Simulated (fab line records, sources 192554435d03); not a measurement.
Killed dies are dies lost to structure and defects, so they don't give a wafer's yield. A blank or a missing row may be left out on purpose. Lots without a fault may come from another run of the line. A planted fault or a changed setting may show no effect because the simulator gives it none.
One fault seen from 3 desks | flow n5_finfet | each desk has only its own numbers; what lay behind them comes last

THE DEFECT DESK
What the inspections along the route counted, lot by lot: means of the sampled wafers that have a number. A lot is out of limits, marked OUT, if its mean lies more than 4 standard deviations from the usual mean; the brackets give that distance.
Columns: A = raw_defect_count at N5_BEOL_M12_INSPECT_12, usual 2.0
lot  | first seen here | A
L224 | day 11 14:36    | 1.3
L235 | day 14 10:20    | 1.3
L240 | day 16 10:17    | 0.7
L241 | day 16 17:51    | 0.7
L244 | day 16 21:09    | 1.7
This desk's finding: nothing out of limits on any of the 5 lots.

THE METROLOGY DESK
What the gauges read, lot by lot, whatever tool the lot ran on: means of the sampled wafers that have a number. A lot is out of limits, marked OUT, if its mean lies more than 4 standard deviations from the usual mean; the brackets give that distance.
Columns: A = cd_nm at N5_BEOL_M12_CD_MEAS_10, usual 140.0 nm; B = V11_OVL at N5_BEOL_M12_OVL_MEAS_11, usual -2 nm
lot  | first seen here | A     | B
L224 | day 11 14:32    | 138.7 | 0
L235 | day 14 10:17    | 139.9 | -1
L240 | day 16 10:14    | 138.1 | -5
L241 | day 16 17:47    | 138.9 | 3
L244 | day 16 21:06    | 140.9 | -4
This desk's finding: nothing out of limits on any of the 5 lots.

THE TOOL OWNER'S DESK: rie_diel-02
The tool's own readings at N5_BEOL_M12_ETCH_59 (etches BARC in N2/H2, target depth 89 nm, overetch 26.7 nm, time 67.9 s): means of the sampled wafers that have a number, for each lot that ran on this tool. A lot is out of limits, marked OUT, if its mean lies more than 4 standard deviations from the usual mean; the brackets give that distance. Of its 8 readings 7 are shown: the one that was out of limits first, and those that lie furthest out on some lot.
Columns: A = bias_w at N5_BEOL_M12_ETCH_59, usual 150.0 W; B = drypump_motor_current_A at N5_BEOL_M12_ETCH_59, usual 5.9 A; C = h2_flow_sccm at N5_BEOL_M12_ETCH_59, usual 200.0 sccm; D = n2_flow_sccm at N5_BEOL_M12_ETCH_59, usual 199.9 sccm; E = oes_product_au at N5_BEOL_M12_ETCH_59, usual 0.68 a.u.; F = rf_vpp_V at N5_BEOL_M12_ETCH_59, usual 525 V; G = showerhead_plenum_p_Torr at N5_BEOL_M12_ETCH_59, usual 2.58 Torr
lot  | first seen here | A               | B   | C     | D     | E    | F              | G
L224 | day 11 14:44    | 149.9           | 5.9 | 199.4 | 200.2 | 0.70 | 526            | 2.60
L244 | day 16 21:13    | 159.0 (+19) OUT | 6.0 | 200.1 | 200.3 | 0.71 | 543 (+5.5) OUT | 2.54
This desk's finding: out of limits on L244; first on L244, day 16 21:13 (bias_w at N5_BEOL_M12_ETCH_59). In limits: L224.

PUT TOGETHER
The tool owner's desk could have raised an alarm at day 16 21:13, on L244.
The defect desk saw nothing out of limits.
The metrology desk saw nothing out of limits.
The defect desk has L244 on record, within its limits.
The metrology desk has L244 on record, within its limits.
Of the lots named, all ran N5_BEOL_M12_ETCH_59 on rie_diel-02.

WHAT THE SIMULATOR HAD PUT IN
Process parameter drift: rie_diel-02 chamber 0, from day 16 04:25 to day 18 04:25, at N5_BEOL_M12_ETCH_59. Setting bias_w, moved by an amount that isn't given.
Lots struck among those shown: L244.
Hours from the fault's start to each desk's first reading out of limits: the tool owner's desk, 17.
